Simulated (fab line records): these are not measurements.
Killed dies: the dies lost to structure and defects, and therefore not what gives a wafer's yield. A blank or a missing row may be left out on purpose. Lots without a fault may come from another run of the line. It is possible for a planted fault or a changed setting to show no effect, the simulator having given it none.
Comparing a struck lot with a sound one / flow n5Finfet / 16 steps out of a route of 1938
Sound: wafers L956.2, L956.3, L956.6. The struck wafers were L948.2, L948.3, L948.5. The cause comes at the end.
At each step with rows: each side's tool, then ch and its chambers, then its first start. Under that, the readings that differ: sound wafers / struck wafers / difference of the means / sigmas: that difference in standard deviations of wafers without a fault.
alike: readings whose means differ by less than 2 such deviations, and words and numbers that are the same on both sides. not compared: withheld readings, readings that some wafer has no value for, bounds like >300 that may hide the same value, and numbers for which the record gives no deviation and whose values overlap.
Wherever a step has rows on one side only, a row that says differs or no value, or a row with sigmas, the two part there. When numbers do not overlap yet have no deviation, they are printed without sigmas and do not part them. Lack of a reading on every wafer of one side parts them only where that side has two or more wafers.

first, 2 steps without rows for these wafers: N5_BEOL_M5_PEB_09 (peb time 60 s); N5_BEOL_M5_DEVELOP_10 (develop time 30 s).
N5_BEOL_M5_CD_MEAS_11: target cd 27.74 nm.
  sound on cdSem-03 ch 0, day 12 04:31; struck on cdSem-03 ch 0, day 10 17:06
  alike: cdNm
N5_BEOL_M5_OVL_MEAS_12:
  sound on overlay-01 ch 0, day 12 04:32; struck on overlay-01 ch 0, day 10 17:08
  alike: M5_OVL
N5_BEOL_M5_INSPECT_13: inspects for defects (brightfield).
  struck on defectInspect-02, day 10 17:11; sound on defectInspect-01, day 12 04:36
  alike: rawDefectCount
N5_BEOL_M5_DESCUM_16: chemistry O2, time 7 s.
  sound on rieDiel-05 ch 0,3, day 12 05:01; struck on rieDiel-06 ch 0,2, day 10 17:16
reading=drypumpMotorCurrentA (A); sound=5.0 5.8 5.0; struck=6.2 6.6 6.6; difference=+1.2; sigmas=+2
  alike: oesProductAu, rfFwdPowerW, rfVppV, showerheadPlenumPTorr, throttleValvePct
  not compared: rfHoursCounterH
N5_BEOL_M5_ETCH_72: etches underlayer in N2/H2, target depth 6.5 nm, time 5.2 s.
  sound on rieDiel-05 ch 0,3, day 12 05:02; struck on rieDiel-06 ch 0,2, day 10 17:18
reading=drypumpMotorCurrentA (A); sound=5.0 5.8 5.0; struck=6.2 6.6 6.6; difference=+1.2; sigmas=+2
reading=etchRfOnTimeS (s); sound=5.31 5.33 5.32; struck=5.09 5.15 5.13; difference=-0.20; sigmas=-2
  alike: h2FlowSccm, oesProductAu, rfFwdPowerW, rfVppV, showerheadPlenumPTorr, throttleValvePct
  not compared: rfHoursCounterH
N5_BEOL_M5_ETCH_61: etches SiARC in CF4, target depth 15.6 nm, time 26 s.
  sound on rieDiel-05 ch 0,3, day 12 05:04; struck on rieDiel-06 ch 0,2, day 10 17:19
reading=drypumpMotorCurrentA (A); sound=5.0 5.8 5.0; struck=6.2 6.5 6.6; difference=+1.2; sigmas=+2
  alike: cf4FlowSccm, etchRfOnTimeS, oesProductAu, rfFwdPowerW, rfVppV, showerheadPlenumPTorr, throttleValvePct
  not compared: rfHoursCounterH
N5_BEOL_M5_ETCH_62: etches SOC in N2/H2, target depth 75 nm, overetch 15 nm, time 112.5 s.
  sound on rieDiel-05 ch 0,3, day 12 05:05; struck on rieDiel-06 ch 0,2, day 10 17:21
reading=drypumpMotorCurrentA (A); sound=5.0 5.8 5.0; struck=6.2 6.6 6.6; difference=+1.2; sigmas=+2
  alike: h2FlowSccm, oesProductAu, rfFwdPowerW, rfVppV, showerheadPlenumPTorr, throttleValvePct
  not compared: rfHoursCounterH
then, 2 steps without rows for these wafers: N5_BEOL_M5_STRIP_63 (strips in N2/H2); N5_BEOL_M5_STRIP_73 (strips in N2/H2).
N5_BEOL_M5_STRIP_64: strips in CF4.
  sound on rieDiel-05 ch 0,3, day 12 05:13; struck on rieDiel-06 ch 0,2, day 10 17:28
reading=drypumpMotorCurrentA (A); sound=5.0 5.8 5.1; struck=6.2 6.6 6.6; difference=+1.2; sigmas=+2
  alike: cf4FlowSccm, oesProductAu, powerW, rfFwdPowerW, rfVppV, showerheadPlenumPTorr, throttleValvePct
  not compared: rfHoursCounterH
N5_BEOL_M5_HM_OPEN_17: chemistry Cl2/BCl3, target TiN, target depth 20 nm, overetch 6 nm.
  sound on rieMetal-03 ch 0,1, day 12 05:16; struck on rieMetal-02 ch 0,1, day 10 17:31
  no value came back on the struck wafers for any of 6 readings (bcl3FlowSccm (sccm), biasW (W) and others); on the sound wafers bcl3FlowSccm (sccm) reads 21.87 21.71 21.78
reading=model.SOC_of_BEOL_M5_COAT_59.thkNm (nm); sound=52 51.8 52; struck=59.6 59.8 59.8; difference=+7.8; sigmas=
  not compared: rfHoursCounterH
then, 1 step without rows for these wafers: N5_BEOL_M5_STRIP_19 (strips in O2).
N5_BEOL_M5_CD_MEAS_18: pitch 56 nm, target cd 28 nm.
  struck on cdSem-03, day 10 17:42; sound on cdSem-01, day 12 05:37
reading=cdNm (nm); sound=28.10 27.61 28.05; struck=- - -; difference=no value on the struck wafers; sigmas=
then, 1 step without rows for these wafers: N5_BEOL_M5_COAT_65 (time 60 s, resist thk 60 nm).

WHERE THEY PART
Last at N5_BEOL_M5_CD_MEAS_18 as far as this record goes, first at N5_BEOL_M5_DESCUM_16.

WHY: what the simulator had put in
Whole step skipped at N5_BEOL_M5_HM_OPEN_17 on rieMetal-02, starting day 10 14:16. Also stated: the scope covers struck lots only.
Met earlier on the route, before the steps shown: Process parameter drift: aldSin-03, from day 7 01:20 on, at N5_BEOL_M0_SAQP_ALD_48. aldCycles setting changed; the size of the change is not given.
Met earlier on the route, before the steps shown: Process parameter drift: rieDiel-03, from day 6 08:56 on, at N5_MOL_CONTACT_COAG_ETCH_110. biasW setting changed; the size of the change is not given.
